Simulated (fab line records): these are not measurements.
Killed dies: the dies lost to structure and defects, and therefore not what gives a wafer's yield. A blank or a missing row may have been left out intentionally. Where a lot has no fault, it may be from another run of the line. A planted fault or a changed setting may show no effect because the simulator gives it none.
A struck lot beside a sound one / flow nandHarc / 14 out of 1159 route steps
Sound: wafers L615.1, L615.4, L615.5. Wafers struck: L627.2, L627.5, L627.6. The cause is given at the end.
Each step with rows lists, per side, the tool, then ch with its chambers, then its first start. Under that, the readings that differ: sound wafers / struck wafers / difference of the means / sigmas: that difference in standard deviations of wafers without a fault.
alike: words and numbers the same on both sides, and readings whose means are apart by under 2 such deviations; not compared: readings that were withheld, readings missing a value for some wafer, numbers with overlapping values and no deviation given by the record, and bounds like >300 which may hide the same value.
The two part at a step that has a row with sigmas, a row that says differs or no value, or rows on one side only. When numbers do not overlap yet have no deviation, they are printed without sigmas and do not part them. Lack of a reading on every wafer of one side parts them only where that side has two or more wafers.

NHARC_A_ZERO_WELL_INSPECT_17:
  sound on defectInspect-01, day 7 07:23; struck on defectInspect-01, day 10 14:27
  alike: rawDefectCount
then, 3 steps without rows for these wafers: NHARC_A_SOURCE_PLATE_PRECLEAN_00 (cleans in HF-LAST, time 60 s); NHARC_A_SOURCE_PLATE_SRD_01; NHARC_A_SOURCE_PLATE_OXIDE_02 (material SiO2, target thk 10 nm, ox time 1362 s).
NHARC_A_SOURCE_PLATE_THK_MEAS_09: measures by ellipsometry.
  sound on filmMetro-01, day 7 15:19; struck on filmMetro-02, day 10 21:36
  alike: thkNm
then, 3 steps without rows for these wafers: NHARC_A_SOURCE_PLATE_PVD_04 (deposits WSi2, target thk 50 nm); NHARC_A_SOURCE_PLATE_CVD_03 (deposits poly-Si, target thk 200 nm, time 4000 s); NHARC_A_SOURCE_PLATE_ANNEAL_05 (time 1800 s).
NHARC_A_SOURCE_PLATE_THK_MEAS_06: measures by ellipsometry.
  sound on filmMetro-01, day 8 04:16; struck on filmMetro-01, day 11 12:12
reading=thkNm (nm); sound=199.1 197.0 195.7; struck=202.2 200.7 202.0; difference=+4.4; sigmas=+2
NHARC_A_SOURCE_PLATE_INSPECT_08:
  sound on defectInspect-01, day 8 04:20; struck on defectInspect-01, day 11 12:19
  alike: rawDefectCount
NHARC_A_ONON_D1_DEP_00: target thk 1000 nm.
  sound on pecvdOnon-03 ch 0, day 8 04:24; struck on pecvdOnon-04 ch 0, day 11 12:26
NHARC_A_ONON_D1_THK_MEAS_02: measures by ellipsometry.
  sound on filmMetro-02, day 8 04:55; struck on filmMetro-01, day 11 12:53
reading=thkNm (nm); sound=1005 1006 1006; struck=683 686 682; difference=-322; sigmas=-33
then, no rows for these wafers at 1 step: NHARC_A_ONON_D1_DEP_03 (target thk 1000 nm).
-- break in the record here, with 12 days between the starts of the struck wafers on either side (left off in module A_ONON_D1, picked up again in module END, where the first step shown is number 1159 on the route) --
NHARC_END_SORT_01:
  here the record holds rows for the struck wafers (prober-01 ch 0, day 23 22:43) but none for the sound ones

## WHERE THEY PART
First at NHARC_A_SOURCE_PLATE_THK_MEAS_06; last, within this record, at NHARC_END_SORT_01.

WHY: whatever the simulator had introduced
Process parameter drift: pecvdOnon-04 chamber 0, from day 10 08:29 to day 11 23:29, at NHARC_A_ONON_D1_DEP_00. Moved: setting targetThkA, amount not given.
